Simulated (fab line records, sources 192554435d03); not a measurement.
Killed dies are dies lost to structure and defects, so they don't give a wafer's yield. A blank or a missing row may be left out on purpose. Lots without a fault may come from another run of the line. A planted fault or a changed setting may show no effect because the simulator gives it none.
fab line records | flow n5_finfet
record lots=11 wafers=31 last_day=17
route steps=1938 shown BEOL_M15@1795 PASSIVATION@1936
lots that met no fault: from a run of the same line without faults
start_h: hours from the record's first day to the start of the lot's first wafer shown | wait_h: hours since the lot's step before | " the same as in the row above | L1.1+2: a row that stands for several wafers | - no value, or no start given | * or withheld: withheld | < > ~ a bound
route shown NAME@n: a module of which the file shows steps, and the number in the route of the first | usual: mean/standard deviation of fault-free wafers | same: alike in all rows | chamber/n: place in a boat | sites: the reading at each site | _std_site: their standard deviation | _edge_site: outer sites' mean less inner sites' | radius_mm: how far each site lies from the wafer's centre | mask NAME#n: copy n | behind: the tool/chamber that last shaped the wafer | hold: why the lot was held/for how many hours/how that ended | device: the transistor (n, p or np) that didn't switch | end of line: the same wafers' tests at the end of the route | a step without rows: its recipe alone | killed: dies lost to structure and defects at the first sort, not the wafer's yield | map: a wafer's dies, x killed, . not, _ none there
set.NAME: the setting as run; set.NAME@STEP: as run at that earlier step | model.NAME: the simulator's own value behind a step, which no gauge read
steps of the route over a sample of lots; a table a step, a row a wafer
services: from which hour (start_h, from the record's first day; less than 0 if before it) a tool's chamber was out of use, for how many hours, and why
## steps
# step N5_BEOL_M15_ETCH_57
# recipe chemistry=N2/H2 target=SOC source_w=3000 bias_w=350 time_s=750 ion_energy_ev=200 pressure_mtorr=30 n2_flow_sccm=200 h2_flow_sccm=200
# usual chamber_pressure_mTorr=30.002/0.025 drypump_motor_current_A=5.6/0.48 oes_product_au=0.80/0.1 rf_vpp_V=523.9/2.2 showerhead_plenum_p_Torr=2.54/0.079 throttle_valve_pct=17.73/0.22
# columns lot.wafer tool chamber start_h wait_h chamber_pressure_mTorr drypump_motor_current_A oes_product_au rf_hours_counter_h rf_vpp_V showerhead_plenum_p_Torr throttle_valve_pct
L879.1 rie_diel-03 3 251.22 - 29.967 5.4 0.68 217 521.0 2.51 17.77
L879.2 " 1 " " 29.957 5.4 0.79 126 524.3 2.55 17.58
L879.3 " 0 " " 29.979 5.5 0.79 119 524.1 2.56 17.74
L881.1 rie_diel-05 1 260.62 - 29.965 5.0 0.69 236 525.1 2.61 17.75
L881.2 " 0 " " 29.998 6.4 1.00 1 522.8 2.50 17.71
L881.4 " 3 " " 29.998 5.5 0.73 192 520.3 2.43 17.96
L882.1 rie_diel-05 0 264.27 - 29.989 6.4 0.99 3 522.7 2.50 17.70
L882.5 " 0 " " 30.009 6.5 0.99 - 522.6 2.50 17.71
L882.6 " 1 " " 30.023 5.0 0.69 - 526.4 2.61 17.76
L880.1 rie_diel-03 1 270.23 - 29.967 5.5 0.78 135 525.1 2.54 17.60
L880.2 " 2 " " 30.014 4.8 0.90 31 524.6 2.59 17.64
L880.4 " 0 " " 30.016 5.5 0.78 128 523.9 2.55 17.77
L883.1 rie_diel-05 3 271.32 - 30.033 5.5 0.73 197 520.5 2.42 17.95
L883.2 " 0 " " 30.006 6.4 0.99 6 523.5 2.50 17.74
L883.3 " 0 " " 30.023 6.5 0.98 - 521.2 2.50 17.70
L885.2 rie_diel-03 0 289.81 - 30.015 5.5 0.78 135 522.5 2.55 17.78
L885.5 " 2 " " 29.984 4.8 0.88 - 524.7 2.59 17.67
L885.6 " 3 " " 30.009 5.4 0.68 - 522.6 2.50 17.81
L887.2 rie_diel-02 0 293.88 - 30.037 5.9 0.88 58 527.4 2.68 17.16
L887.5 " 0 " " 29.994 5.9 0.86 - 526.8 2.68 17.17
L887.6 " 2 " " 29.985 5.2 0.74 - 522.3 2.53 17.99
L895.3 rie_diel-02 0 357.05 - 30.023 5.9 0.85 77 527.2 2.67 17.19
L895.6 " 1 " " 29.983 5.4 0.82 - 523.9 2.57 17.57
L897.2 rie_diel-05 0 362.16 - 30.002 6.5 0.90 38 523.6 2.48 17.76
L897.3 " 3 " " 30.008 5.5 0.71 231 519.8 2.41 18.03
L898.1 rie_diel-02 2 372.77 - 29.991 5.2 0.72 213 522.6 2.52 18.02
L898.2 " 0 " " 30.018 5.9 0.84 81 527.5 2.67 17.20
L898.4 " 1 " " 29.986 5.5 0.82 80 523.6 2.57 17.56
L901.2 rie_diel-03 0 380.13 - 29.951 5.5 0.75 162 525.1 2.54 17.81
L901.4 " 3 " " 30.051 5.3 0.96 6 523.6 2.49 17.41
L901.6 " 3 " " 30.012 5.4 0.95 - 523.7 2.49 17.42
# step N5_BEOL_M15_PEB_26
# recipe peb_temp_c=130 peb_time_s=90
# usual exhaust_pa=45.1/0.93
# columns lot.wafer tool chamber start_h wait_h exhaust_pa
L879.1 litho_track-02 0 251.88 0.1 44.3
L879.2 " 0 " " 44.9
L879.3 " 0 " " 45.4
L881.1 litho_track-02 0 261.40 0.1 45.9
L881.2 " 0 " " 45.0
L881.4 " 0 " " 45.5
L882.1 litho_track-02 0 265.05 0.1 43.7
L882.5 " 0 " " 44.3
L882.6 " 0 " " 44.9
L880.1 litho_track-05 0 271.02 0.1 44.3
L880.2 " 0 " " 45.3
L880.4 " 0 " " 44.8
L883.1 litho_track-05 0 272.35 0.1 45.6
L883.2 " 0 " " 45.4
L883.3 " 0 " " 45.8
L885.2 litho_track-05 0 290.47 0.0 47.3
L885.5 " 0 " " 46.3
L885.6 " 0 " " 47.2
L887.2 litho_track-05 0 294.66 0.0 45.4
L887.5 " 0 " " 45.2
L887.6 " 0 " " 46.6
L895.3 litho_track-05 0 357.84 0.0 44.6
L895.6 " 0 " " 45.6
L897.2 litho_track-05 0 362.95 0.0 45.6
L897.3 " 0 " " 46.2
L898.1 litho_track-05 0 374.29 0.1 44.5
L898.2 " 0 " " 44.7
L898.4 " 0 " " 44.1
L901.2 litho_track-02 0 380.79 0.0 45.4
L901.4 " 0 " " 45.3
L901.6 " 0 " " 45.2
# step N5_BEOL_M15_CD_MEAS_28
# recipe target_cd_nm=407.6 landing_energy_ev=500 detector=se_inlens
# usual cd_nm=408.1/1.6
# columns lot.wafer tool chamber start_h wait_h cd_nm
L879.1 cd_sem-02 0 251.99 - 407.0
L879.2 " 0 " " 407.3
L879.3 " 0 " " 407.6
L881.1 cd_sem-01 0 261.52 - 410.6
L881.2 " 0 " " 410.3
L881.4 " 0 " " 411.0
L882.1 cd_sem-01 0 265.16 - 407.8
L882.5 " 0 " " 408.6
L882.6 " 0 " " 407.4
L880.1 cd_sem-02 0 271.13 - 410.0
L880.2 " 0 " " 410.7
L880.4 " 0 " " 410.4
L883.1 cd_sem-02 0 272.47 - 409.3
L883.2 " 0 " " 410.0
L883.3 " 0 " " 408.9
L885.2 cd_sem-02 0 290.59 - 408.9
L885.5 " 0 " " 409.0
L885.6 " 0 " " 410.4
L887.2 cd_sem-02 0 294.78 - 407.0
L887.5 " 0 " " 408.0
L887.6 " 0 " " 405.9
L895.3 cd_sem-02 0 357.95 - 415.4
L895.6 " 0 " " 405.4
L897.2 cd_sem-02 0 363.06 - 417.6
L897.3 " 0 " " 419.4
L898.1 cd_sem-02 0 374.40 - 409.3
L898.2 " 0 " " 416.8
L898.4 " 0 " " 408.7
L901.2 cd_sem-03 0 380.90 - 408.1
L901.4 " 0 " " 407.9
L901.6 " 0 " " 408.8
# step N5_BEOL_M15_STRIP_36
# recipe chemistry=O2 power_w=600 temp_c=60 pressure_mtorr=30 rf_frequency_hz=6e+07 bias_power_w=0 overash_fraction=0.3 o2_flow_sccm=225
# usual chamber_pressure_mTorr=30.00/0.052 drypump_motor_current_A=5.6/0.47 oes_product_au=0.80/0.093 rf_vpp_V=3.6/0.99 showerhead_plenum_p_Torr=2.11/0.071 throttle_valve_pct=16.65/0.22
# columns lot.wafer tool chamber start_h wait_h chamber_pressure_mTorr drypump_motor_current_A oes_product_au rf_hours_counter_h rf_vpp_V showerhead_plenum_p_Torr throttle_valve_pct
L879.1 rie_diel-05 1 256.38 3.5 29.98 5.0 0.69 234 3.9 2.15 16.61
L879.2 " 3 " " 29.93 5.5 0.72 190 4.7 2.00 16.83
L879.3 " 2 " " 29.95 6.4 0.67 243 1.8 1.99 17.08
L881.1 rie_diel-03 1 267.11 4.9 29.96 5.4 0.79 133 3.8 2.10 16.57
L881.2 " 0 " " 30.00 5.5 0.79 126 3.3 2.11 16.68
L881.4 " 2 " " 29.90 4.8 0.90 30 5.6 2.14 16.56
L882.1 rie_diel-03 3 267.81 2.3 29.98 5.3 0.68 225 3.9 2.06 16.72
L882.5 " 2 " " 29.99 4.9 0.90 - 3.1 2.14 16.58
L882.6 " 1 " " 29.94 5.4 0.77 - 4.9 2.10 16.57
L880.1 rie_diel-03 1 272.80 0.4 29.95 5.4 0.78 135 4.2 2.10 16.59
L880.2 " 2 " " 30.06 4.8 0.89 33 4.8 2.14 16.55
L880.4 " 3 " " 30.01 5.4 0.67 228 4.3 2.06 16.70
L883.1 rie_diel-05 3 273.11 0.3 30.04 5.5 0.71 198 2.5 1.99 16.86
L883.2 " 0 " " 30.07 6.4 0.97 7 3.7 2.06 16.61
L883.3 " 0 " " 30.05 6.5 0.99 - 2.4 2.06 16.65
L885.2 rie_diel-02 2 291.65 0.5 29.94 5.2 0.74 188 4.5 2.09 16.86
L885.5 " 2 " " 30.00 5.1 0.74 - 4.8 2.09 16.87
L885.6 " 0 " " 29.97 5.9 0.88 - 4.8 2.21 16.16
L887.2 rie_diel-03 1 295.65 0.5 30.09 5.4 0.77 145 2.0 2.09 16.54
L887.5 " 0 " " 29.91 5.5 0.78 - 4.6 2.11 16.69
L887.6 " 1 " " 30.06 5.4 0.78 - 2.4 2.10 16.56
L895.3 rie_diel-05 0 358.79 0.1 29.95 6.5 0.89 37 4.8 2.05 16.68
L895.6 " 3 " " 30.01 5.5 0.69 - 2.8 1.99 16.92
L897.2 rie_diel-05 2 364.87 1.5 30.06 6.3 0.90 22 5.0 2.24 16.66
L897.3 " 3 " " 30.03 5.5 0.70 232 2.7 1.98 16.91
L898.1 rie_diel-05 0 375.57 0.8 29.94 6.5 0.89 42 2.9 2.05 16.69
L898.2 " 1 " " 29.94 5.0 0.97 10 5.5 2.14 16.21
L898.4 " 2 " " 30.02 6.4 0.91 25 5.9 2.24 16.66
L901.2 rie_diel-03 0 383.61 1.9 29.98 5.5 0.74 163 3.0 2.10 16.75
L901.4 " 2 " " 29.96 4.8 0.83 72 4.1 2.13 16.64
L901.6 " 1 " " 29.96 5.4 0.75 - 2.7 2.08 16.60
# step N5_BEOL_M15_DEGAS_41
# recipe ambient=vacuum temp_c=300 time_s=60
# usual heater_power_w=488/71
# columns lot.wafer tool chamber start_h wait_h heater_power_w
L879.1 pvd_sputter-01 - 256.91 0.2 485
L879.2 " - " " 455
L879.3 " - " " 534
L881.1 pvd_sputter-01 - 267.75 0.3 421
L881.2 " - " " 492
L881.4 " - " " 529
L882.1 pvd_sputter-01 - 268.47 0.3 419
L882.5 " - " " 494
L882.6 " - " " 413
L880.1 pvd_sputter-02 - 273.42 0.3 484
L880.2 " - " " 479
L880.4 " - " " 518
L883.1 pvd_sputter-01 - 273.75 0.2 417
L883.2 " - " " 497
L883.3 " - " " 439
L885.2 pvd_sputter-01 - 292.12 0.2 500
L885.5 " - " " 480
L885.6 " - " " 411
L887.2 pvd_sputter-03 - 296.30 0.3 412
L887.5 " - " " 401
L887.6 " - " " 659
L895.3 pvd_sputter-01 - 359.25 0.2 427
L895.6 " - " " 449
L897.2 pvd_sputter-03 - 365.47 0.3 446
L897.3 " - " " 634
L898.1 pvd_sputter-01 - 376.66 0.8 526
L898.2 " - " " 451
L898.4 " - " " 415
L901.2 pvd_sputter-02 - 384.27 0.4 493
L901.4 " - " " 528
L901.6 " - " " 520
# step N5_PASSIVATION_PROBE_49
# usual defect_limited_yield=91.5/1.4 killed_at_M0_to_M3=33/10 killed_at_M4_up=13/5 killed_at_contacts=13/5.6 killed_at_front_end=38/12 killed_at_other=3.9/2.7 killed_dies=100/16 killed_on_rim=13/4 killed_open=66/13 killed_short=32/7.2 sort_bin_5_function=5.0/0.97 sort_bin_6_memory=3.2/0.61 sort_n_pass=1080/16 sort_yield_pct=91.5/1.4
# same gross_dies=1180 killed_at_back_side=0 sort_bin_4_leakage[%]=0 sort_bin_8_speed[%]=0
# columns lot.wafer tool chamber start_h wait_h defect_limited_yield[%] killed_at_M0_to_M3 killed_at_M4_up killed_at_contacts killed_at_front_end killed_at_other killed_dies killed_on_rim killed_open killed_short sort_bin_5_function[%] sort_bin_6_memory[%] sort_n_pass sort_yield_pct[%]
L895.3 prober-02 - 378.03 0.1 91.4 13 7 7 72 2 101 13 62 36 5.0 3.1 1079 91.4
L897.2 prober-01 - 382.85 0.1 89.2 27 11 14 69 6 127 19 87 31 6.7 3.2 1053 89.2
L897.3 prober-01 - 382.90 0.1 90.6 30 14 14 47 6 111 20 82 29 5.4 3.6 1069 90.6
# killed by level:class
L895.3 FIN_SAQP:geometric_particle:open=23 FIN_SAQP:geometric_particle:short=8 DUMMY_GATE:geometric_particle:open=7 GATE_CUT:geometric_particle:short=5 BEOL_M0_SAQP:geometric_particle:short=5 STI_FIN_REVEAL:geometric_particle:open=4 MOL_CONTACT_COAG:geometric_particle:open=4 BEOL_M2:geometric_particle:open=4
L897.2 STI_FIN_REVEAL:geometric_particle:open=24 FIN_SAQP:geometric_particle:open=12 MOL_CONTACT_COAG:geometric_particle:open=10 BEOL_M1:geometric_particle:open=7 HKMG_FIN:area_etch=7 DUMMY_GATE:geometric_particle:open=5 GATE_CUT:geometric_particle:open=5 BEOL_M0_SAQP:geometric_particle:short=5
L897.3 STI_FIN_REVEAL:geometric_particle:open=24 MOL_CONTACT_COAG:geometric_particle:open=12 BEOL_M4:geometric_particle:open=9 BEOL_M0_SAQP:geometric_particle:open=6 BEOL_M1:geometric_particle:open=6 BEOL_M0_SAQP:geometric_particle:short=5 GATE_CUT:geometric_particle:short=4 BEOL_M2:geometric_particle:short=4
## services
# columns tool chamber start_h hours kind
rie_diel-05 0 241.21 - clean
rie_diel-05 0 241.21 - consumable_replace:focus_ring
rie_diel-05 0 241.21 16.2 scheduled_down
rie_diel-05 0 241.21 16.2 vent_cycle
rie_diel-02 - 243.38 28.1 pm
rie_diel-05 - 253.86 0.2 repair
rie_diel-05 2 270.57 - clean
rie_diel-05 2 270.57 - consumable_replace:focus_ring
rie_diel-05 2 270.57 - consumable_replace:showerhead
rie_diel-05 2 270.57 31.4 scheduled_down
rie_diel-05 2 270.57 31.4 vent_cycle
rie_diel-02 3 290.29 7.6 repair
rie_diel-02 1 297.44 11.5 repair
rie_diel-03 0 312.23 12.7 repair
rie_diel-05 1 313.46 - clean
rie_diel-05 1 313.46 - consumable_replace:focus_ring
pvd_sputter-02 - 346.69 2.1 repair
rie_diel-03 3 348.85 - clean
rie_diel-03 3 348.85 - consumable_replace:focus_ring
rie_diel-03 3 348.85 13.8 scheduled_down
rie_diel-03 3 348.85 13.8 vent_cycle
pvd_sputter-03 - 357.26 3.2 repair
pvd_sputter-03 - 361.68 0.8 repair
rie_diel-05 1 367.43 4.6 repair
## key
first_sign step=N5_BEOL_M15_CD_MEAS_28 reading=cd_nm direction=up sigmas=5.9 usual=408.1 struck=417.3
effect none on later readings
met_at N5_BEOL_M15_PEB_26
struck_lots L895,L897,L898
struck_wafers L895.3,L897.2,L897.3,L898.2
not_acting_at N5_BEOL_M15_ETCH_57,N5_BEOL_M15_STRIP_36,N5_BEOL_M15_DEGAS_41
onset_between 294.66 357.84
fault kind=process_parameter_drift tool=litho_track-05 chamber=- onset_h=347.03 steps=N5_BEOL_M15_PEB_26 channel=peb_time_s offset=* shape=step end_h=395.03 scope=struck_wafers_only acts_in=* stated=*
